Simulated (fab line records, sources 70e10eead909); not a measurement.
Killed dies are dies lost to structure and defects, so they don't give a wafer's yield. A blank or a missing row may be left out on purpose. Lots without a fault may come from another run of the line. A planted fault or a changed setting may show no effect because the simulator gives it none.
fab line records | flow nand_harc
record lots=24 wafers=72 last_day=27
route steps=1159 shown A_STAIRCASE@699 A_SGD_CUT@759 A_SLIT@799
lots that met no fault: from a run of the same line without faults
start_h: hours from the record's first day to the start of the lot's first wafer shown | wait_h: hours since the lot's step before | " the same as in the row above | L1.1+2: a row that stands for several wafers | - no value, or no start given | * or withheld: withheld | < > ~ a bound
route shown NAME@n: a module of which the file shows steps, and the number in the route of the first | usual: mean/standard deviation of fault-free wafers | same: alike in all rows | chamber/n: place in a boat | sites: the reading at each site | _std_site: their standard deviation | _edge_site: outer sites' mean less inner sites' | radius_mm: how far each site lies from the wafer's centre | mask NAME#n: copy n | behind: the tool/chamber that last shaped the wafer | hold: why the lot was held/for how many hours/how that ended | device: the transistor (n, p or np) that didn't switch | end of line: the same wafers' tests at the end of the route | a step without rows: its recipe alone | killed: dies lost to structure and defects at the first sort, not the wafer's yield | map: a wafer's dies, x killed, . not, _ none there
set.NAME: the setting as run; set.NAME@STEP: as run at that earlier step | model.NAME: the simulator's own value behind a step, which no gauge read
steps of the route over a sample of lots; a table a step, a row a wafer
services: from which hour (start_h, from the record's first day; less than 0 if before it) a tool's chamber was out of use, for how many hours, and why
## steps
# step NHARC_A_STAIRCASE_ETCHBACK_416
# recipe target_depth_a=360 time_s=7.2 c4f8_flow_sccm=withheld o2_flow_sccm=8 ar_flow_sccm=withheld rf_w=600 bias_w=800 chemistry=C4F8/O2/Ar
# usual oes_product_au=0.94/0.031 rf_vpp_V=723/4.5
# columns lot.wafer tool chamber start_h wait_h oes_product_au rf_hours_counter_h rf_vpp_V
L074.1 rie_diel-13 1 - - 0.92 51 720
L074.6 " 1 " " 0.92 - 720
L074.5 " 2 " " 0.91 - 718
L075.3 rie_diel-09 2 - - 0.92 6 724
L075.2 " 1 " " 0.92 4 732
L075.6 " 3 " " 0.93 - 725
L077.1 rie_diel-09 3 - - 0.94 8 724
L077.6 " 1 " " 0.92 - 730
L077.4 " 0 " " 0.92 - 719
L078.4 rie_diel-11 1 - - 0.94 31 725
L078.1 " 2 " " 0.93 32 721
L078.5 " 1 " " 0.93 - 724
L076.1 rie_diel-09 0 - - 1.00 6 718
L076.3 " 1 " " 1.00 6 731
L076.4 " 0 " " 0.99 - 719
L079.4 rie_diel-13 3 - - 0.99 1 730
L079.6 " 3 " " 1.00 - 730
L079.5 " 0 " " 1.01 - 724
L081.2 rie_diel-13 0 - - 0.93 11 725
L081.4 " 2 " " 0.94 11 718
L081.3 " 3 " " 0.92 10 730
L082.4 rie_diel-11 0 - - 0.94 46 718
L082.2 " 1 " " 0.93 43 724
L082.6 " 2 " " 0.94 - 721
L080.4 rie_diel-11 1 - - 0.93 45 724
L080.1 " 2 " " 0.94 47 722
L080.2 " 0 " " 0.94 48 717
L084.1 rie_diel-13 2 - - 0.94 14 717
L084.3 " 1 " " 0.92 14 722
L084.5 " 2 " " 0.93 - 716
L083.3 rie_diel-11 0 - - 0.94 49 717
L083.6 " 3 " " 0.94 - 722
L083.5 " 0 " " 0.94 - 717
L088.2 rie_diel-09 1 - - 0.91 21 731
L088.5 " 3 " " 0.92 - 725
L088.6 " 0 " " 0.92 - 719
L086.2 rie_diel-13 3 - - 0.93 17 730
L086.4 " 1 " " 0.92 18 720
L086.6 " 3 " " 0.92 - 731
L085.4 rie_diel-09 0 - - 0.94 29 719
L085.6 " 3 " " 0.93 - 724
L085.5 " 0 " " 0.93 - 717
L087.4 rie_diel-11 1 - - 0.92 53 724
L087.5 " 2 " " 0.94 - 720
L087.6 " 3 " " 0.93 - 721
L089.3 rie_diel-09 1 - - 1.00 26 732
L089.2 " 2 " " 1.00 28 725
L089.6 " 3 " " 1.01 - 723
L090.1 rie_diel-11 0 - - 0.93 59 717
L090.2 " 3 " " 0.93 60 721
L090.5 " 0 " " 0.94 - 717
L091.1 rie_diel-09 2 - - 0.93 34 724
L091.4 " 3 " " 0.93 40 724
L091.3 " 0 " " 0.92 33 719
L092.2 rie_diel-09 3 - - 0.94 41 723
L092.6 " 1 " " 0.92 - 731
L092.5 " 2 " " 0.91 - 724
L093.2 rie_diel-11 0 - - 0.93 3 717
L093.1 " 1 " " 0.93 3 724
L093.5 " 0 " " 0.94 - 715
L094.1 rie_diel-13 0 - - 0.93 36 725
L094.5 " 1 " " 0.93 - 721
L094.6 " 2 " " 0.94 - 717
L096.2 rie_diel-11 3 - - 1.00 6 720
L096.6 " 1 " " 1.01 - 724
L096.5 " 2 " " 1.00 - 721
L095.2 rie_diel-11 2 - - 1.00 6 722
L095.1 " 3 " " 1.00 6 721
L095.6 " 3 " " 1.01 - 720
L097.3 rie_diel-09 0 - - 0.93 45 718
L097.4 " 2 " " 0.92 49 723
L097.6 " 1 " " 0.92 - 731
# step NHARC_A_STAIRCASE_ETCH_444
# recipe target_depth_a=1.02e+05 time_s=3400 c4f8_flow_sccm=20 o2_flow_sccm=10 ar_flow_sccm=withheld rf_w=600 bias_w=1000 chemistry=C4F8/O2
# usual oes_product_au=0.932/0.014 rf_vpp_V=806/5.3
# columns lot.wafer tool chamber start_h wait_h oes_product_au rf_hours_counter_h rf_vpp_V
L074.1 rie_diel-09 0 285.23 0.1 0.951 7 801
L074.5 " 0 " " 0.958 - 802
L074.6 " 3 " " 0.963 - 807
L075.2 rie_diel-11 1 317.88 0.2 0.931 43 809
L075.3 " 2 " " 0.928 45 806
L075.6 " 1 " " 0.930 - 807
L077.4 rie_diel-09 0 318.36 0.3 0.931 20 801
L077.1 " 1 " " 0.922 15 816
L077.6 " 3 " " 0.929 - 806
L079.4 rie_diel-13 0 318.45 0.5 0.936 12 808
L079.6 " 2 " " 0.929 - 799
L079.5 " 3 " " 0.916 - 815
L076.4 rie_diel-09 3 320.83 0.1 0.919 24 807
L076.3 " 0 " " 0.924 23 800
L076.1 " 2 " " 0.978 20 808
L078.1 rie_diel-11 3 320.90 0.3 0.923 47 804
L078.4 " 1 " " 0.932 46 807
L078.5 " 3 " " 0.926 - 804
L083.3 rie_diel-11 2 357.20 0.1 0.930 58 804
L083.5 " 2 " " 0.934 - 805
L083.6 " 3 " " 0.920 - 805
L084.3 rie_diel-09 2 357.33 0.1 0.921 29 808
L084.1 " 3 " " 0.927 34 808
L084.5 " 1 358.92 1.7 0.924 - 816
L081.2 rie_diel-13 0 357.54 0.3 0.917 24 807
L081.4 " 1 " " 0.926 25 803
L081.3 " 2 " " 0.930 24 801
L082.2 rie_diel-09 1 359.35 2.1 0.921 28 814
L082.6 " 2 360.61 3.3 0.923 - 806
L082.4 " 3 " " 0.933 - 807
L080.2 rie_diel-13 1 360.49 0.1 0.935 26 805
L080.1 " 2 " " 0.942 26 799
L080.4 " 0 " " 0.939 26 809
L086.4 rie_diel-13 0 371.22 0.5 0.933 30 809
L086.2 " 1 " " 0.923 31 803
L086.6 " 3 " " 0.920 - 813
L085.5 rie_diel-09 0 371.53 1.0 0.919 - 800
L085.4 " 1 " " 0.920 - 815
L085.6 " 2 " " 0.920 - 808
L088.2 rie_diel-13 2 373.09 0.9 0.923 32 799
L088.6 " 3 " " 0.921 - 816
L088.5 " 0 " " 0.926 - 809
L089.3 rie_diel-11 0 388.01 0.1 0.945 5 799
L089.2 " 3 " " 0.943 5 804
L089.6 " 1 " " 0.962 - 808
L087.4 rie_diel-09 1 388.57 0.8 0.922 41 814
L087.6 " 2 " " 0.923 - 808
L087.5 " 3 " " 0.923 - 807
L090.2 rie_diel-13 3 388.86 0.6 0.930 37 815
L090.1 " 0 " " 0.930 37 809
L090.5 " 1 " " 0.920 - 804
L091.3 rie_diel-09 0 405.03 0.3 0.917 46 800
L091.1 " 1 " " 0.918 46 816
L091.4 " 2 " " 0.921 50 807
L092.2 rie_diel-13 2 405.31 0.4 0.932 43 799
L092.5 " 1 " " 0.922 - 802
L092.6 " 2 " " 0.933 - 801
L097.3 rie_diel-11 2 464.89 0.1 0.938 25 805
L097.4 " 0 " " 0.929 26 799
L097.6 " 2 " " 0.928 - 805
L094.1 rie_diel-13 1 465.42 0.8 0.970 0 803
L094.5 " 2 " " 0.966 - 799
L094.6 " 3 " " 0.985 - 814
L096.2 rie_diel-11 2 466.32 1.4 0.927 27 803
L096.5 " 2 " " 0.925 - 803
L096.6 " 3 " " 0.942 - 802
L093.2 rie_diel-13 3 466.53 0.4 0.920 2 815
L093.1 " 2 " " 0.931 2 799
L093.5 " 3 " " 0.928 - 815
L095.2 rie_diel-13 2 468.44 2.2 0.932 4 801
L095.1 " 1 " " 0.932 3 803
L095.6 " 2 " " 0.929 - 800
# step NHARC_A_STAIRCASE_CMP_152
# usual motor_current_A=12.0/1.3
# columns lot.wafer tool chamber start_h wait_h motor_current_A
L074.1 cmp-02 3 288.89 0.1 11.6
L074.6 " 0 " " 14.0
L074.5 " 1 " " 10.9
L075.2 cmp-03 1 321.03 0.1 13.0
L075.3 " 2 " " 13.0
L075.6 " 2 " " 12.8
L079.4 cmp-04 2 321.16 0.1 13.1
L079.5 " 2 " " 13.0
L079.6 " 3 " " 11.3
L077.1 cmp-02 2 321.44 0.1 10.2
L077.4 " 1 " " 10.7
L077.6 " 2 " " 9.6
L078.1 cmp-04 1 323.82 0.1 12.7
L078.4 " 0 " " 10.6
L078.5 " 1 " " 12.4
L076.4 cmp-02 2 324.11 0.1 10.4
L076.3 " 3 " " 12.2
L076.1 " 0 " " 13.6
L083.3 cmp-04 0 360.35 0.1 10.8
L083.6 " 3 " " 11.0
L083.5 " 0 " " 10.4
L081.2 cmp-02 1 360.45 0.1 10.5
L081.3 " 2 " " 9.9
L081.4 " 0 " " 13.7
L084.1 cmp-03 1 360.94 0.1 12.6
L084.3 " 2 " " 12.9
L084.5 " 2 " " 13.2
L082.2 cmp-02 1 362.95 0.1 10.8
L082.4 " 2 " " 10.1
L082.6 " 2 " " 10.0
L080.2 cmp-03 0 363.90 0.1 11.5
L080.1 " 1 " " 12.8
L080.4 " 3 " " 13.3
L086.2 cmp-02 1 373.92 0.1 10.4
L086.4 " 2 " " 9.9
L086.6 " 1 " " 10.7
L085.4 cmp-03 3 374.20 0.1 14.3
L085.6 " 3 " " 13.1
L085.5 " 0 " " 11.8
L088.2 cmp-03 2 375.54 0.1 13.5
L088.6 " 0 " " 11.6
L088.5 " 1 " " 12.2
L087.4 cmp-02 0 391.03 0.1 13.9
L087.6 " 2 " " 10.1
L087.5 " 3 " " 11.9
L089.3 cmp-03 1 391.20 0.1 13.1
L089.2 " 2 " " 13.6
L089.6 " 0 " " 11.5
L090.2 cmp-04 2 391.53 0.1 13.1
L090.1 " 3 " " 11.2
L090.5 " 2 " " 12.9
L091.1 cmp-04 3 407.94 0.1 11.3
L091.3 " 0 " " 10.8
L091.4 " 2 " " 13.3
L092.2 cmp-04 3 408.22 0.1 10.9
L092.6 " 3 " " 10.6
L092.5 " 0 " " 11.2
L094.1 cmp-02 2 467.85 0.1 10.5
L094.5 " 2 " " 10.4
L094.6 " 3 " " 11.6
L097.3 cmp-02 3 468.03 0.1 12.1
L097.4 " 2 " " 10.3
L097.6 " 0 " " 13.5
L096.2 cmp-02 0 469.45 0.1 13.3
L096.5 " 3 " " 11.8
L096.6 " 0 " " 14.3
L093.1 cmp-03 3 470.15 0.1 13.9
L093.2 " 0 " " 11.8
L093.5 " 3 " " 13.4
L095.1 cmp-02 0 472.06 0.1 14.3
L095.2 " 2 " " 10.4
L095.6 " 0 " " 13.9
# step NHARC_A_STAIRCASE_CMP_472
# recipe material=SiO2
# usual motor_current_A=12.2/1.2
# columns lot.wafer tool chamber start_h wait_h motor_current_A
L074.1 cmp-04 0 290.24 0.2 10.8
L074.5 " 0 " " 11.1
L074.6 " 1 " " 12.3
L075.3 cmp-03 3 322.64 0.2 13.3
L075.2 " 1 " " 12.7
L075.6 " 3 " " 13.4
L079.4 cmp-02 0 322.75 0.2 13.6
L079.5 " 3 " " 11.9
L079.6 " 0 " " 14.0
L077.1 cmp-03 2 322.95 0.2 13.8
L077.4 " 0 " " 11.6
L077.6 " 1 " " 12.9
L078.1 cmp-03 3 325.22 0.2 13.6
L078.4 " 1 " " 12.8
L078.5 " 2 " " 12.8
L076.1 cmp-04 3 325.50 0.3 10.7
L076.4 " 0 " " 11.0
L076.3 " 1 " " 12.5
L083.3 cmp-03 0 362.29 0.2 11.3
L083.6 " 0 " " 11.5
L083.5 " 1 " " 12.9
L081.3 cmp-04 1 362.46 0.3 12.6
L081.2 " 2 " " 13.0
L081.4 " 3 " " 11.0
L084.1 cmp-03 1 362.79 0.2 12.1
L084.3 " 2 " " 13.0
L084.5 " 3 " " 14.0
L082.2 cmp-02 1 364.43 0.2 11.0
L082.4 " 3 " " 12.3
L082.6 " 0 " " 13.8
L080.1 cmp-04 0 365.32 0.2 10.6
L080.2 " 2 " " 13.4
L080.4 " 3 " " 10.7
L086.4 cmp-02 2 375.30 0.1 9.6
L086.2 " 3 " " 12.6
L086.6 " 3 " " 12.3
L085.4 cmp-02 1 375.59 0.1 10.8
L085.5 " 1 " " 11.1
L085.6 " 2 " " 10.4
L088.2 cmp-03 1 376.91 0.2 12.6
L088.5 " 1 " " 12.4
L088.6 " 2 " " 13.8
L087.4 cmp-04 1 392.48 0.1 12.5
L087.5 " 1 " " 12.7
L087.6 " 2 " " 12.8
L089.2 cmp-03 3 392.60 0.3 13.4
L089.3 " 0 " " 11.0
L089.6 " 2 " " 12.7
L090.1 cmp-04 0 392.94 0.3 10.8
L090.2 " 1 " " 11.7
L090.5 " 3 " " 10.7
L091.4 cmp-02 2 409.31 0.1 10.4
L091.3 " 3 " " 12.4
L091.1 " 1 " " 11.6
L092.2 cmp-03 2 409.59 0.2 12.7
L092.6 " 2 " " 13.6
L092.5 " 3 " " 13.7
L097.4 cmp-03 0 469.56 0.2 11.4
L097.3 " 2 " " 13.0
L097.6 " 1 " " 13.0
L094.1 cmp-02 0 469.59 0.4 14.0
L094.5 " 1 " " 10.9
L094.6 " 2 " " 9.3
L096.2 cmp-03 2 470.92 0.3 12.7
L096.5 " 0 " " 11.6
L096.6 " 1 " " 12.6
L093.2 cmp-03 2 471.56 0.3 13.7
L093.1 " 0 " " 11.6
L093.5 " 1 " " 12.5
L095.2 cmp-03 1 473.51 0.3 12.7
L095.1 " 0 " " 11.2
L095.6 " 2 " " 13.7
# step NHARC_A_SGD_CUT_OVL_MEAS_10
# usual overlay_x_nm=0.1/0.92 overlay_y_nm=0.0/0.74
# columns lot.wafer tool chamber start_h wait_h overlay_x_nm overlay_y_nm
L074.1 overlay-02 - 291.51 - 1.5 -0.3
L074.5 " - " " 1.9 0.1
L074.6 " - " " 1.9 -1.0
L075.2 overlay-02 - 323.96 - -0.8 0.5
L075.3 " - " " -0.3 0.3
L075.6 " - " " -1.5 0.0
L079.4 overlay-02 - 324.10 - -0.9 0.0
L079.5 " - " " -1.3 0.7
L079.6 " - " " -1.0 -0.3
L077.1 overlay-01 - 324.25 - 0.6 -1.6
L077.4 " - " " 1.1 -1.0
L077.6 " - " " 0.8 -1.0
L078.1 overlay-01 - 326.41 - 0.2 1.1
L078.4 " - " " 0.5 1.4
L078.5 " - " " 0.7 1.1
L076.1 overlay-01 - 326.76 - -1.4 0.0
L076.3 " - " " -1.0 0.1
L076.4 " - " " -1.7 0.3
L083.3 overlay-02 - 363.38 - -0.2 0.2
L083.5 " - " " -0.2 0.0
L083.6 " - " " -0.7 -0.3
L081.2 overlay-01 - 363.65 - -1.1 0.3
L081.3 " - " " -1.1 0.3
L081.4 " - " " -0.5 0.2
L084.1 overlay-02 - 363.97 - 1.1 1.0
L084.3 " - " " 1.1 0.4
L084.5 " - " " 0.9 0.3
L082.2 overlay-02 - 365.49 - 0.2 -0.2
L082.4 " - " " 0.1 -1.0
L082.6 " - " " 0.4 -1.2
L080.1 overlay-01 - 366.54 - 0.9 -0.2
L080.2 " - " " 0.4 -0.1
L080.4 " - " " 0.6 0.2
L086.2 overlay-02 - 376.41 - -0.5 1.0
L086.4 " - " " -1.2 0.6
L086.6 " - " " -0.7 0.2
L085.4 overlay-01 - 376.82 - 0.0 0.6
L085.5 " - " " -0.2 0.6
L085.6 " - " " -0.3 0.8
L088.2 overlay-01 - 378.13 - 1.9 -1.4
L088.5 " - " " 1.4 -1.5
L088.6 " - " " 1.7 -1.0
L087.4 overlay-02 - 393.70 - 0.4 0.4
L087.5 " - " " 0.5 0.7
L087.6 " - " " 1.2 0.3
L089.2 overlay-01 - 393.85 - -0.8 1.0
L089.3 " - " " -0.8 0.4
L089.6 " - " " -1.0 0.4
L090.1 overlay-02 - 394.11 - 1.3 0.4
L090.2 " - " " 1.4 0.7
L090.5 " - " " 0.9 0.0
L091.1 overlay-02 - 410.53 - 0.6 -0.5
L091.3 " - " " 1.0 -0.6
L091.4 " - " " 0.7 -0.4
L092.2 overlay-01 - 410.81 - -0.5 -0.1
L092.5 " - " " -0.1 0.1
L092.6 " - " " 0.1 0.3
L094.1 overlay-02 - 470.61 - 0.7 -1.5
L094.5 " - " " 0.6 -1.2
L094.6 " - " " 0.5 -1.4
L097.3 overlay-02 - 470.80 - 0.4 0.6
L097.4 " - " " 1.1 0.7
L097.6 " - " " 0.9 0.7
L096.2 overlay-02 - 472.10 - -0.5 -0.4
L096.5 " - " " -0.8 -0.3
L096.6 " - " " -1.1 -0.5
L093.1 overlay-02 - 472.76 - 0.0 1.0
L093.2 " - " " 0.5 1.1
L093.5 " - " " -0.1 1.7
L095.1 overlay-02 - 474.73 - 0.8 -0.8
L095.2 " - " " 1.3 -0.5
L095.6 " - " " 0.7 -0.1
# step NHARC_A_SLIT_ETCH_29
# recipe target_depth_a=1000 overetch_a=100 time_s=55 ion_energy_ev=100 cf4_flow_sccm=80 o2_flow_sccm=20 ar_flow_sccm=0 rf_w=300 bias_w=100 chemistry=CF4/O2
# usual drypump_motor_current_A=5.8/0.4 mfc_ar_sccm=0.008/0.012 o2_flow_sccm=20.00/0.054 oes_o_777_au=1.000/0.005 oes_product_au=1.003/0.007 rf_vpp_V=198.0/1.3 showerhead_plenum_p_Torr=1.34/0.056 throttle_valve_pct=13.397/0.0087
# columns lot.wafer tool chamber start_h wait_h drypump_motor_current_A mfc_ar_sccm o2_flow_sccm oes_o_777_au oes_product_au rf_hours_counter_h rf_vpp_V showerhead_plenum_p_Torr throttle_valve_pct
L074.1 rie_diel-01 1 311.68 0.1 5.2 0.009 19.94 0.995 1.005 15 196.0 1.25 13.389
L074.6 " 1 " " 5.2 0.009 19.98 1.002 1.000 - 194.6 1.25 13.407
L074.5 " 2 " " 5.7 0 20.01 1.000 0.999 - 198.2 1.37 13.414
L075.2 rie_diel-01 1 339.15 0.1 5.2 0.009 19.93 1.001 0.988 1 197.3 1.25 13.391
L075.3 " 2 " " 5.7 0 19.95 1.003 1.008 1 198.6 1.37 13.402
L075.6 " 2 " " 5.7 0 19.96 1.003 1.006 - 199.5 1.37 13.406
L076.1 rie_diel-02 0 339.45 0.1 6.0 0 20.02 1.007 1.006 0 197.2 1.31 13.405
L076.3 " 2 " " 5.9 0.024 19.90 1.003 0.989 1 200.2 1.43 13.401
L076.4 " 3 " " 5.5 0 20.00 1.003 1.000 1 196.2 1.31 13.387
L079.5 rie_diel-01 1 340.86 0.1 5.2 0.009 20.02 1.005 1.017 - 196.6 1.25 13.385
L079.6 " 2 " " 5.7 0 19.97 0.997 1.026 - 196.7 1.37 13.402
L079.4 " 0 " " 6.3 0.029 20.05 1.008 1.011 - 196.8 1.33 13.396
L077.1 rie_diel-02 2 341.09 0.1 5.8 0.024 20.03 0.999 0.993 1 198.7 1.43 13.395
L077.4 " 1 " " 5.5 0 20.01 0.999 1.016 0 200.0 1.43 13.397
L077.6 " 2 " " 5.8 0.024 20.03 1.008 0.989 - 200.0 1.43 13.386
L078.1 rie_diel-01 0 342.52 0.1 6.3 0.029 19.94 1.009 1.010 1 198.3 1.33 13.400
L078.5 " 0 " " 6.3 0.029 20.02 0.998 1.001 - 196.8 1.33 13.384
L078.4 " 1 " " 5.2 0.009 19.96 0.996 0.995 - 196.2 1.25 13.386
L083.3 rie_diel-01 3 377.34 0.1 5.5 0.008 20.00 1.002 1.007 1 199.1 1.38 13.413
L083.6 " 3 " " 5.5 0.008 19.88 1.002 1.000 - 199.7 1.38 13.396
L083.5 " 0 " " 6.3 0.029 19.95 1.005 1.020 - 198.4 1.33 13.386
L081.3 rie_diel-01 2 378.97 0.1 5.7 0 19.98 0.992 1.001 3 197.5 1.37 13.388
L081.2 " 3 " " 5.5 0.008 19.98 0.996 1.003 1 198.1 1.38 13.409
L081.4 " 1 " " 5.2 0.009 20.08 0.996 0.994 3 195.4 1.25 13.395
L084.3 rie_diel-01 1 380.64 0.1 5.2 0.009 19.90 1.001 1.006 3 196.1 1.25 13.396
L084.1 " 2 " " 5.7 0 19.90 1.004 1.009 3 199.8 1.37 13.401
L084.5 " 1 " " 5.2 0.009 19.94 0.991 1.006 - 195.5 1.25 13.391
L082.4 rie_diel-02 2 382.31 0.1 5.8 0.024 20.10 0.993 0.997 3 199.5 1.43 13.396
L082.2 " 1 " " 5.5 0 19.95 0.995 1.001 3 199.2 1.43 13.402
L082.6 " 3 " " 5.5 0 20.14 1.000 1.005 - 198.4 1.31 13.402
L080.2 rie_diel-02 0 388.17 0.1 6.0 0 19.99 1.001 1.008 3 196.0 1.31 13.386
L080.1 " 1 " " 5.5 0 20.06 1.001 1.014 3 199.8 1.43 13.395
L080.4 " 2 " " 5.8 0.024 19.92 1.000 0.992 4 199.4 1.43 13.395
L085.5 rie_diel-10 2 389.22 0.1 6.4 0 20.03 1.008 1.008 - 197.2 1.30 13.405
L085.4 " 3 " " 6.5 0 19.99 0.996 1.008 - 197.5 1.28 13.401
L085.6 " 1 " " 5.3 0 20.01 0.992 1.011 - 197.1 1.34 13.390
L088.2 rie_diel-02 0 389.85 0.1 6.0 0 20.00 1.000 1.003 3 197.2 1.31 13.401
L088.6 " 0 " " 6.0 0 20.02 0.994 1.009 - 197.3 1.31 13.396
L088.5 " 1 " " 5.5 0 20.04 0.989 1.002 - 200.5 1.43 13.396
L086.2 rie_diel-10 3 390.88 0.1 6.6 0 19.94 0.998 0.999 2 196.7 1.28 13.388
L086.4 " 2 " " 6.4 0 20.06 0.997 1.000 - 197.9 1.30 13.400
L086.6 " 1 " " 5.3 0 20.01 0.999 1.004 - 197.6 1.34 13.392
L087.4 rie_diel-02 0 407.73 0.1 6.0 0 19.99 0.998 1.010 4 197.5 1.31 13.392
L087.6 " 0 " " 6.0 0 19.94 1.004 1.010 - 197.6 1.31 13.387
L087.5 " 1 " " 5.5 0 20.00 1.004 1.003 - 199.0 1.43 13.391
L089.2 rie_diel-10 2 408.31 0.1 6.4 0 20.02 0.995 0.999 4 197.2 1.30 13.406
L089.3 " 3 " " 6.6 0 20.00 0.998 1.006 3 196.6 1.28 13.388
L089.6 " 3 " " 6.5 0 20.05 1.002 1.005 - 196.2 1.28 13.404
L090.2 rie_diel-01 0 409.62 0.1 6.3 0.029 20.06 1.015 1.001 4 197.3 1.33 13.398
L090.1 " 1 " " 5.2 0.009 20.03 0.994 0.993 4 197.5 1.25 13.400
L090.5 " 0 " " 6.3 0.029 20.03 1.006 1.011 - 199.8 1.33 13.397
L092.2 rie_diel-01 1 423.94 0.1 5.2 0.009 20.09 0.997 0.998 5 196.3 1.25 13.399
L092.5 " 0 " " 6.3 0.029 19.99 1.004 1.007 - 197.2 1.33 13.405
L092.6 " 1 " " 5.2 0.009 20.14 1.006 0.991 - 197.4 1.25 13.399
L091.4 rie_diel-02 1 424.59 0.1 5.5 0 19.97 1.002 1.006 5 200.0 1.43 13.392
L091.1 " 3 " " 5.5 0 20.07 1.006 0.998 6 197.1 1.31 13.404
L091.3 " 0 " " 6.0 0 19.98 1.008 1.009 5 196.1 1.31 13.381
L094.1 rie_diel-10 3 486.43 0.1 6.5 0 20.02 1.004 1.006 8 197.4 1.28 13.410
L094.6 " 3 " " 6.5 0 20.02 0.998 1.014 - 196.2 1.28 13.400
L094.5 " 0 " " 6.1 0.038 20.04 1.000 1.001 - 199.8 1.39 13.391
L097.3 rie_diel-02 1 487.45 0.1 5.5 0 20.03 1.001 0.992 8 199.6 1.42 13.404
L097.4 " 3 " " 5.5 0 19.94 1.004 0.993 10 197.2 1.31 13.418
L097.6 " 0 " " 6.0 0 19.92 0.999 0.997 - 196.9 1.30 13.398
L096.2 rie_diel-01 1 488.15 0.1 5.3 0.009 20.09 1.002 0.997 10 196.0 1.25 13.379
L096.6 " 2 " " 5.7 0 19.98 1.004 1.007 - 198.2 1.37 13.418
L096.5 " 3 " " 5.5 0.008 20.05 0.990 1.008 - 197.5 1.38 13.403
L093.2 rie_diel-01 3 489.13 0.1 5.5 0.008 20.12 1.004 1.004 8 197.6 1.38 13.392
L093.1 " 2 " " 5.7 0 19.95 1.001 1.002 10 198.9 1.37 13.411
L093.5 " 3 " " 5.5 0.008 19.99 1.008 1.004 - 200.2 1.38 13.406
L095.1 rie_diel-02 3 502.43 0.1 5.5 0 19.99 1.000 0.996 12 197.0 1.31 13.399
L095.2 " 1 " " 5.5 0 19.99 1.006 1.002 10 199.8 1.43 13.383
L095.6 " 0 " " 6.0 0 20.00 1.000 0.999 - 197.2 1.30 13.394
## services
# columns tool chamber start_h hours kind
cmp-02 - 226.50 4.0 pm
rie_diel-11 1 241.89 9.1 repair
cmp-04 - 242.67 4.3 repair
cmp-03 - 254.00 4.0 pm
rie_diel-09 - 254.15 9.0 pm
cmp-03 - 263.44 2.8 repair
rie_diel-13 - 276.20 9.0 pm
rie_diel-09 1 290.16 10.6 repair
cmp-02 - 305.59 0.8 repair
cmp-02 - 324.50 4.0 pm
cmp-03 - 343.68 1.7 repair
cmp-02 - 346.26 1.5 repair
rie_diel-09 - 350.67 2.0 repair
cmp-03 - 352.00 4.0 pm
rie_diel-11 - 366.68 9.0 pm
cmp-02 - 391.66 2.3 repair
rie_diel-13 2 394.58 8.5 repair
cmp-03 - 400.19 0.3 repair
cmp-02 - 422.55 4.0 pm
rie_diel-09 - 431.29 9.0 pm
cmp-03 - 450.00 4.0 pm
rie_diel-13 - 453.20 9.0 pm
rie_diel-13 0 466.52 6.0 repair
cmp-03 - 474.27 2.3 repair
## key
fault none
